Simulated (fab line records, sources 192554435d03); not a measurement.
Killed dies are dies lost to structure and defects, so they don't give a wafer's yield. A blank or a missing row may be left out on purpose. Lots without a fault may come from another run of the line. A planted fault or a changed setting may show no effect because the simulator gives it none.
Chamber matching | flow n5_finfet | N5_MOL_CONTACT_COAG_ETCH_110 on rie_diel-03: 4 sister chambers
The step etches Si in CF4/O2, target depth 2.5 nm, time 8 s. 14 wafers are shown with their chamber, then 6 later ones without.

WAFERS WITH THEIR CHAMBER
wafer  | chamber | showerhead_plenum_p_Torr (Torr) | throttle_valve_pct (%) | rf_vpp_V (V)
L640.2 | 1       | 2.29                            | 10.82                  | 127
L640.4 | 3       | 2.35                            | 10.27                  | 133
L640.5 | 1       | 2.29                            | 10.79                  | 128
L644.1 | 2       | 2.21                            | 10.79                  | 131
L644.2 | 3       | 2.35                            | 10.29                  | 132
L653.2 | 3       | 2.34                            | 10.34                  | 134
L653.3 | 0       | 2.12                            | 11.15                  | 124
L653.5 | 1       | 2.28                            | 10.89                  | 128
L655.1 | 2       | 2.20                            | 10.87                  | 131
L655.3 | 3       | 2.34                            | 10.38                  | 131
L655.6 | 0       | 2.11                            | 11.13                  | 124
L656.1 | 2       | 2.20                            | 10.90                  | 130
L656.2 | 0       | 2.11                            | 11.17                  | 123
L656.3 | 1       | 2.27                            | 10.92                  | 128

SIGNATURES (means of the wafers above)
reading                  | chamber 0 | chamber 1 | chamber 2 | chamber 3 | scatter within a chamber
showerhead_plenum_p_Torr | 2.1133    | 2.2825    | 2.2033    | 2.3450    | 0.00713
throttle_valve_pct       | 11.1500   | 10.8550   | 10.8533   | 10.3200   | 0.0506
rf_vpp_V                 | 123.67    | 127.75    | 130.67    | 132.50    | 0.842
Rule: a wafer's distance from a chamber is the root of the sum, over the readings, of the square of ((its reading less the chamber's mean) divided by the reading's scatter). The wafer belongs to the nearest chamber; if the next one is less than 2 further off, it can't be placed. The scatter: the root of (the sum of the squares of (reading less its chamber's mean) over the shown wafers, divided by (wafers less chambers)).

WAFERS WITHOUT THEIR CHAMBER
wafer  | showerhead_plenum_p_Torr (Torr) | throttle_valve_pct (%) | rf_vpp_V (V)
L658.2 | 2.33                            | 10.39                  | 133
L658.3 | 2.11                            | 11.17                  | 121
L658.6 | 2.33                            | 10.40                  | 133
L660.2 | 2.27                            | 10.95                  | 128
L660.5 | 2.27                            | 10.96                  | 128
L660.6 | 2.33                            | 10.40                  | 133

WHICH CHAMBER EACH WENT THROUGH
wafer  | from the rows above | in truth
L658.2 | 3                   | 3
L658.3 | 0                   | 0
L658.6 | 3                   | 3
L660.2 | 1                   | 1
L660.5 | 1                   | 1
L660.6 | 3                   | 3
Placed correctly: 6 of 6. Can't be placed from these rows: 0. Placed wrongly: 0.
